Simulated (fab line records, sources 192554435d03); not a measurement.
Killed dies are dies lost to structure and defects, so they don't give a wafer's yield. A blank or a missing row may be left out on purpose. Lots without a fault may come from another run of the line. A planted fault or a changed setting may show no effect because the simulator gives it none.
fab line records | flow n5_finfet
record lots=5 wafers=15 last_day=17
route steps=1938 shown BEOL_M3@961 BEOL_M4@1111 PASSIVATION@1936
lots that met no fault: from a run of the same line without faults
start_h: hours from the record's first day to the start of the lot's first wafer shown | wait_h: hours since the lot's step before | " the same as in the row above | L1.1+2: a row that stands for several wafers | - no value, or no start given | * or withheld: withheld | < > ~ a bound
route shown NAME@n: a module of which the file shows steps, and the number in the route of the first | usual: mean/standard deviation of fault-free wafers | same: alike in all rows | chamber/n: place in a boat | sites: the reading at each site | _std_site: their standard deviation | _edge_site: outer sites' mean less inner sites' | radius_mm: how far each site lies from the wafer's centre | mask NAME#n: copy n | behind: the tool/chamber that last shaped the wafer | hold: why the lot was held/for how many hours/how that ended | device: the transistor (n, p or np) that didn't switch | end of line: the same wafers' tests at the end of the route | a step without rows: its recipe alone | killed: dies lost to structure and defects at the first sort, not the wafer's yield | map: a wafer's dies, x killed, . not, _ none there
set.NAME: the setting as run; set.NAME@STEP: as run at that earlier step | model.NAME: the simulator's own value behind a step, which no gauge read
lots at some steps of the route; a table a step, a row a wafer
services: from which hour (start_h, from the record's first day; less than 0 if before it) a tool's chamber was out of use, for how many hours, and why
## steps
# step N5_BEOL_M3_EBR_24
# recipe solvent=PGMEA ebr_width_mm=1.5
# step N5_BEOL_M3_SOFTBAKE_23
# recipe temp_c=110 time_s=60 resist=CAR-EUV
# step N5_BEOL_M3_EXPOSE_25
# recipe mask_id=V2 na=0.33 source_shape=quasar sigma_inner=0.2 sigma_outer=0.8 polarization=unpolarized defocus_nm=5 dose_mj=63
# step N5_BEOL_M3_PEB_26
# recipe peb_temp_c=100 peb_time_s=60 resist=CAR-EUV
# step N5_BEOL_M3_DEVELOP_27
# recipe develop_time_s=30 developer=TMAH resist=CAR-EUV rinse_liquid=surfactant_rinse dry=air_spin dev_temp_c=23
# step N5_BEOL_M3_DESCUM_33
# recipe chemistry=O2 time_s=7 source_power_w=50 bias_power_w=20 pressure_mtorr=20 rf_frequency_hz=2.712e+07 temp_c=40 resist=CAR-EUV o2_flow_sccm=225
# step N5_BEOL_M3_ETCH_77
# recipe chemistry=N2/H2 target=underlayer target_depth_a=65 mask_material=CAR-EUV time_s=5.2 ion_energy_ev=200 pressure_mtorr=30 source_w=840 bias_w=150 n2_flow_sccm=200 h2_flow_sccm=200 ends=cleared
# step N5_BEOL_M3_ETCH_69
# recipe chemistry=CF4 target=SiARC target_depth_a=156 mask_material=CAR-EUV time_s=26 ion_energy_ev=80 pressure_mtorr=40 source_w=545 bias_w=36 Ar_flow_sccm=100 cf4_flow_sccm=100 ends=cleared
# step N5_BEOL_M3_ALD_98
# recipe material=SiO2 target_thk_a=25 temp_c=100 ald_precursor_family=BDEAS ald_co_reactant=O2-plasma pulse_time_s=1 co_reactant_pulse_time_s=1 purge_time_s=2 co_reactant_purge_time_s=2 ald_cycles=17 pressure_torr=2
# step N5_BEOL_M3_ETCHBACK_99
# recipe chemistry=CHF3 target=SiO2 target_depth_a=50 time_s=10.4 source_w=215 bias_w=47 Ar_flow_sccm=200 CHF3_flow_sccm=12 ion_energy_ev=100 pressure_mtorr=30
# usual CHF3_flow_sccm=12.00/0.035 chamber_pressure_mTorr=30.002/0.028 drypump_motor_current_A=5.9/0.6 oes_ar_750_au=0.80/0.093 oes_f_703_au=0.81/0.094 oes_product_au=0.81/0.1 rf_vpp_V=240.3/2.7 showerhead_plenum_p_Torr=2.17/0.085 throttle_valve_pct=17.03/0.17
# columns lot.wafer tool chamber start_h wait_h CHF3_flow_sccm chamber_pressure_mTorr drypump_motor_current_A oes_ar_750_au oes_f_703_au oes_product_au rf_hours_counter_h rf_vpp_V showerhead_plenum_p_Torr throttle_valve_pct
L531.2 rie_diel-04 3 175.97 0.2 11.96 30.030 6.8 0.69 0.70 0.69 213 239.0 2.04 16.95
L531.3 " 2 " " 11.99 30.053 6.1 0.71 0.71 0.71 225 241.1 2.13 17.24
L531.5 " 3 " " 11.97 30.021 6.8 0.69 0.70 0.69 - 237.5 2.04 16.95
L537.1 rie_diel-01 1 229.61 6.0 11.99 29.958 4.7 0.92 0.93 0.94 14 241.5 2.21 17.03
L537.3 " 3 " " 12.01 30.047 6.2 0.76 0.75 0.77 125 245.3 2.07 16.91
L537.5 " 3 " " 12.00 30.013 6.2 0.76 0.75 0.77 - 244.8 2.07 16.92
L546.2 rie_diel-01 2 270.74 0.2 11.97 29.969 6.6 0.91 0.91 1.19 19 239.8 2.11 17.05
L546.5 " 0 " " 12.01 30.008 5.9 0.88 0.89 1.14 - 236.6 2.27 16.84
L546.6 " 3 " " 12.05 29.970 6.2 0.75 0.74 0.97 - 244.3 2.07 16.94
L547.1 rie_diel-01 1 288.75 6.9 11.98 29.978 4.7 0.89 0.88 1.14 31 241.7 2.20 17.06
L547.5 " 1 " " 12.01 30.008 4.7 0.88 0.89 1.15 - 242.6 2.20 17.07
L547.6 " 0 " " 12.00 30.015 5.8 0.87 0.88 1.12 - 236.8 2.27 16.83
L548.1 rie_diel-01 2 289.52 4.0 12.03 30.020 6.5 0.89 0.89 1.18 24 239.4 2.11 17.06
L548.2 " 1 " " 11.95 30.019 4.7 0.88 0.89 1.16 31 241.2 2.20 17.07
L548.6 " 1 " " 11.96 30.041 4.7 0.89 0.89 1.15 - 240.3 2.20 17.06
# step N5_BEOL_M3_ETCH_70
# recipe chemistry=N2/H2 target=SOC target_depth_a=800 overetch_a=160 mask_material=SiARC temp_c=40 time_s=120 ion_energy_ev=200 pressure_mtorr=30 source_w=840 bias_w=150 n2_flow_sccm=200 h2_flow_sccm=200
# step N5_BEOL_M4_RC_MEAS_101
# usual DIBL_N=35.9/1.4 DIBL_P=35.9/1.7 IOFF_N=0.155/0.023 IOFF_P=0.201/0.029 ION_N=672/8.8 ION_P=460/7 SS_N=71.6/0.48 SS_P=73.1/0.64 VT_N=250.0/3 VT_P=-251.6/3
# columns lot.wafer tool chamber start_h wait_h DIBL_N[mV/V] DIBL_P[mV/V] IOFF_N[nA/um] IOFF_P[nA/um] ION_N[uA/um] ION_P[uA/um] SS_N[mV/dec] SS_P[mV/dec] VT_N[mV] VT_P[mV]
L531.2 prober-01 0 192.04 0.2 36.7 38.5 0.181 0.222 680 459 72.2 73.5 249.0 -252.3
L531.3 " 0 " " 36.0 37.7 0.166 0.207 674 463 71.6 73.1 250.0 -253.5
L531.5 " 0 " " 36.0 37.6 0.165 0.207 676 461 71.5 74.0 248.4 -251.6
L537.1 prober-01 0 248.38 0.0 35.2 37.6 0.181 0.236 675 470 71.9 73.9 246.2 -250.2
L537.3 " 0 " " 33.8 36.1 0.148 0.212 672 468 72.0 72.9 249.1 -249.2
L537.5 " 0 " " 34.0 36.5 0.150 0.210 680 467 71.3 72.2 249.6 -248.4
L546.2 prober-02 0 286.63 0.2 38.0 37.5 0.173 0.216 677 460 72.0 73.7 250.2 -250.7
L546.5 " 0 " " 38.5 38.4 0.196 0.239 697 472 71.5 74.1 246.2 -251.4
L546.6 " 0 " " 38.2 38.5 0.185 0.237 686 463 72.3 72.9 247.8 -249.5
L547.1 prober-01 0 304.23 0.0 35.2 36.3 0.178 0.210 670 457 71.9 73.7 245.9 -247.7
L547.5 " 0 " " 34.9 35.6 0.163 0.206 677 464 71.5 73.9 247.7 -251.7
L547.6 " 0 " " 34.4 35.6 0.162 0.198 666 454 71.1 73.4 247.2 -248.7
L548.1 prober-01 0 305.76 0.2 36.1 34.9 0.146 0.175 668 452 71.7 73.5 250.2 -255.3
L548.2 " 0 " " 34.4 33.7 0.118 0.161 665 456 71.0 73.4 254.4 -255.5
L548.6 " 0 " " 35.7 35.3 0.139 0.182 662 452 71.7 73.2 252.2 -253.5
# step N5_PASSIVATION_PROBE_49
# usual defect_limited_yield=91.7/1.5 killed_at_M0_to_M3=30/8.6 killed_at_M4_up=12/4.5 killed_at_contacts=13/5.8 killed_at_front_end=38/11 killed_at_other=4/3 killed_dies=97/17 killed_open=63/12 killed_short=32/8.8 sort_bin_5_function=4.8/0.91 sort_bin_6_memory=3.1/0.68 sort_n_pass=1083/17 sort_yield_pct=91.7/1.5
# same gross_dies=1180 killed_at_back_side=0 sort_bin_4_leakage[%]=0 sort_bin_8_speed[%]=0
# columns lot.wafer tool chamber start_h wait_h defect_limited_yield[%] killed_at_M0_to_M3 killed_at_M4_up killed_at_contacts killed_at_front_end killed_at_other killed_dies killed_open killed_short sort_bin_5_function[%] sort_bin_6_memory[%] sort_n_pass sort_yield_pct[%]
L537.5 prober-02 - 357.20 0.2 93.9 23 15 10 24 0 72 48 22 3.9 2.1 1108 93.9
L547.1 prober-02 - 417.78 0.0 91.1 35 11 8 50 1 105 69 34 5.6 3.0 1075 91.1
L547.5 prober-02 - 417.98 0.2 91.0 22 23 12 46 3 106 58 46 4.7 3.9 1074 91.0
L547.6 prober-02 - 418.03 0.3 91.6 17 17 13 46 6 99 67 31 4.9 3.1 1081 91.6
# killed by level:class
L537.5 MOL_CONTACT_COAG:geometric_particle:open=10 DUMMY_GATE:geometric_particle:open=7 BEOL_M0_SAQP:geometric_particle:short=6 BEOL_M3:geometric_particle:open=5 BEOL_M4:geometric_particle:open=4 BEOL_M4:geometric_particle:short=4 STARTING-WAFER:geometric_particle:open=4 STI_FIN_REVEAL:geometric_particle:open=3
L547.1 FIN_SAQP:geometric_particle:short=12 BEOL_M3:geometric_particle:open=11 STI_FIN_REVEAL:geometric_particle:open=9 BEOL_M2:geometric_particle:open=8 MOL_CONTACT_COAG:geometric_particle:open=7 BEOL_M0:geometric_particle:open=7 DUMMY_GATE:geometric_particle:open=6 FIN_SAQP:geometric_particle:open=5
L547.5 FIN_SAQP:geometric_particle:short=20 FIN_SAQP:geometric_particle:open=10 MOL_CONTACT_COAG:geometric_particle:open=8 BEOL_M1:geometric_particle:open=7 BEOL_M8:geometric_particle:open=7 STI_FIN_REVEAL:geometric_particle:open=5 BEOL_M4:geometric_particle:open=5 MOL_CONTACT_COAG:geometric_particle:short=4
L547.6 FIN_SAQP:geometric_particle:open=13 MOL_CONTACT_COAG:geometric_particle:open=11 FIN_SAQP:geometric_particle:short=10 STI_FIN_REVEAL:geometric_particle:open=7 DUMMY_GATE:geometric_particle:open=6 BEOL_M4:geometric_particle:open=6 BEOL_M2:geometric_particle:open=6 BEOL_M1:geometric_particle:open=4
## services
# columns tool chamber start_h hours kind
rie_diel-04 0 161.53 6.6 repair
rie_diel-01 2 178.99 - clean
rie_diel-01 2 178.99 - consumable_replace:focus_ring
rie_diel-01 2 178.99 18.5 scheduled_down
rie_diel-01 2 178.99 18.5 vent_cycle
rie_diel-04 3 193.45 8.9 repair
rie_diel-04 - 211.67 2.8 pm
rie_diel-01 - 217.33 9.7 repair
rie_diel-04 - 217.33 2.1 repair
rie_diel-01 - 229.97 2.8 pm
rie_diel-04 1 239.23 6.4 repair
rie_diel-04 2 247.20 - clean
rie_diel-04 2 247.20 - consumable_replace:focus_ring
rie_diel-04 2 247.20 17.3 scheduled_down
rie_diel-04 2 247.20 17.3 vent_cycle
rie_diel-01 3 284.47 7.4 repair
## key
first_sign step=N5_BEOL_M3_ETCHBACK_99 reading=oes_product_au direction=up sigmas=3.2 usual=0.81 struck=1.13
effect none on later readings
met_at N5_BEOL_M3_ETCHBACK_99
struck_wafers L546.2,L546.5,L546.6,L547.1,L547.5,L547.6,L548.1,L548.2,L548.6
onset_between 229.61 270.74
fault kind=process_parameter_drift tool=rie_diel-01 chamber=- onset_h=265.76 steps=N5_BEOL_M3_ETCHBACK_99 channel=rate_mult offset=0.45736 shape=step end_h=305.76
